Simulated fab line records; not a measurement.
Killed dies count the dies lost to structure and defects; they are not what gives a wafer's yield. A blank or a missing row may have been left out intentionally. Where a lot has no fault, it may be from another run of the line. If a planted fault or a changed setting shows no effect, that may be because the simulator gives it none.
Matching of chambers / flow nand_harc / NHARC_P_CONTACT_ALD_22 on ald_metal-03: 4 sister chambers
The step deposits TiN, target thk 3 nm, pulse time 1 s, ald cycles 150. 8 wafers are shown with their chamber, then 7 later ones without.

== WAFERS WITH THEIR CHAMBER ==
wafer=L084.3; chamber=2; heater_power_w (W)=978; precursor_pulse_height_rel=0.975
wafer=L087.1; chamber=1; heater_power_w (W)=1221; precursor_pulse_height_rel=0.972
wafer=L087.2; chamber=2; heater_power_w (W)=969; precursor_pulse_height_rel=1.017
wafer=L091.1; chamber=1; heater_power_w (W)=1261; precursor_pulse_height_rel=0.989
wafer=L092.5; chamber=3; heater_power_w (W)=890; precursor_pulse_height_rel=1.037
wafer=L092.6; chamber=0; heater_power_w (W)=1103; precursor_pulse_height_rel=0.975
wafer=L094.1; chamber=0; heater_power_w (W)=1128; precursor_pulse_height_rel=0.977
wafer=L094.2; chamber=3; heater_power_w (W)=883; precursor_pulse_height_rel=1.008

== WAFERS WITH NO CHAMBER GIVEN ==
wafer=L094.3; heater_power_w (W)=1246; precursor_pulse_height_rel=0.959
wafer=L094.4; heater_power_w (W)=1007; precursor_pulse_height_rel=0.977
wafer=L094.5; heater_power_w (W)=1086; precursor_pulse_height_rel=1.006
wafer=L094.6; heater_power_w (W)=1233; precursor_pulse_height_rel=1.045
wafer=L095.1; heater_power_w (W)=998; precursor_pulse_height_rel=1.015
wafer=L095.3; heater_power_w (W)=1135; precursor_pulse_height_rel=1.029
wafer=L095.5; heater_power_w (W)=866; precursor_pulse_height_rel=0.970

== WHICH CHAMBER EACH ONE RAN IN ==
wafer=L094.3; from the rows above=1; in truth=1
wafer=L094.4; from the rows above=2; in truth=2
wafer=L094.5; from the rows above=0; in truth=0
wafer=L094.6; from the rows above=1; in truth=1
wafer=L095.1; from the rows above=2; in truth=2
wafer=L095.3; from the rows above=0; in truth=0
wafer=L095.5; from the rows above=3; in truth=3
7 of 7 placed correctly. Number that these rows cannot place: 0. Placed wrongly: 0.
How it was worked out, from the rows above alone: a wafer's distance from a chamber is the root of the sum, over the readings, of the square of ((its reading less the chamber's mean) divided by the reading's scatter). If the next closest chamber is less than 2 further off than the closest, the wafer can't be placed; otherwise it belongs to the closest. A chamber's mean is the mean of its shown wafers. The scatter is the square root of a quotient: the sum, over the shown wafers, of each reading's squared deviation from its chamber's mean, divided by wafers minus chambers.
